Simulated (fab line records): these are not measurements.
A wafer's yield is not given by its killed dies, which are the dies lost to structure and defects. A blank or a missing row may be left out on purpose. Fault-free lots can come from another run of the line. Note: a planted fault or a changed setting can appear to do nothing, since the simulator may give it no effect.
Chamber matching    flow n5Finfet    N5_BEOL_M7_ETCH_65 on rieDiel-05 has 4 sister chambers
The step etches SiARC in CF4, target depth 15.6 nm, time 26 s. 27 wafers are shown with their chamber, then 12 later ones without.

## WAFERS PAIRED WITH THEIR CHAMBERS
wafer   chamber  drypumpMotorCurrentA (A)  showerheadPlenumPTorr (Torr)  etchRfOnTimeS (s)
L076.1  2        5.7                       2.20                          26.2
L076.3  3        5.0                       2.10                          24.8
L076.4  0        5.5                       2.17                          25.6
L081.2  0        5.6                       2.17                          25.7
L081.3  3        5.0                       2.09                          24.9
L081.5  2        5.7                       2.20                          26.4
L082.1  2        5.7                       2.20                          26.7
L082.4  2        5.7                       2.20                          26.6
L082.6  3        5.0                       2.09                          25.2
L084.1  0        5.5                       2.17                          25.8
L084.2  1        5.8                       2.27                          27.2
L084.3  3        5.0                       2.09                          25.3
L084.4  3        5.0                       2.09                          24.8
L084.5  0        5.5                       2.17                          25.9
L084.6  1        5.8                       2.27                          26.7
L085.2  3        5.0                       2.09                          25.4
L085.5  3        5.0                       2.09                          25.0
L085.6  1        5.8                       2.27                          27.1
L087.3  1        5.8                       2.27                          27.1
L087.4  3        5.0                       2.09                          25.6
L087.6  3        5.0                       2.09                          25.2
L089.4  0        5.5                       2.16                          25.8
L089.5  0        5.6                       2.16                          25.9
L089.6  3        5.0                       2.09                          25.2
L090.3  0        5.5                       2.16                          26.3
L090.5  2        5.7                       2.19                          25.6
L090.6  1        5.8                       2.27                          27.2

SIGNATURES (means of the wafers above)
reading                chamber 0  chamber 1  chamber 2  chamber 3  scatter within a chamber
drypumpMotorCurrentA   5.529      5.800      5.700      5.000      0.0249
showerheadPlenumPTorr  2.1657     2.2700     2.1980     2.0910     0.00385
etchRfOnTimeS          25.857     27.060     26.300     25.140     0.284
Rule: for each reading, subtract the chamber's mean from the wafer's reading, divide by that reading's scatter and square the result; add these up over the readings and take the root, which gives the wafer's distance from the chamber. The wafer belongs to the nearest chamber; if the next one is less than 2 further off, it can't be placed. The scatter: the root of (the sum of the squares of (reading less its chamber's mean) over the shown wafers, divided by (wafers less chambers)).

## WAFERS WHOSE CHAMBER IS MISSING
wafer   drypumpMotorCurrentA (A)  showerheadPlenumPTorr (Torr)  etchRfOnTimeS (s)
L094.1  5.7                       2.19                          25.5
L094.2  5.8                       2.27                          27.3
L094.6  5.7                       2.19                          25.7
L093.2  5.5                       2.16                          26.2
L093.4  5.0                       2.09                          25.1
L093.6  5.8                       2.26                          27.2
L095.2  5.8                       2.26                          27.3
L095.3  5.0                       2.08                          25.1
L095.4  5.5                       2.16                          26.5
L096.1  5.0                       2.08                          25.3
L096.2  5.7                       2.19                          26.0
L096.6  5.0                       2.08                          25.3

## CHAMBER TAKEN BY EACH
wafer   from the rows above  in truth
L094.1  2                    2
L094.2  1                    1
L094.6  2                    2
L093.2  0                    0
L093.4  3                    3
L093.6  1                    1
L095.2  1                    1
L095.3  3                    3
L095.4  0                    0
L096.1  3                    3
L096.2  2                    2
L096.6  3                    3
Placed correctly: 12 of 12. Left unplaced by these rows: 0. Wrongly placed: 0.
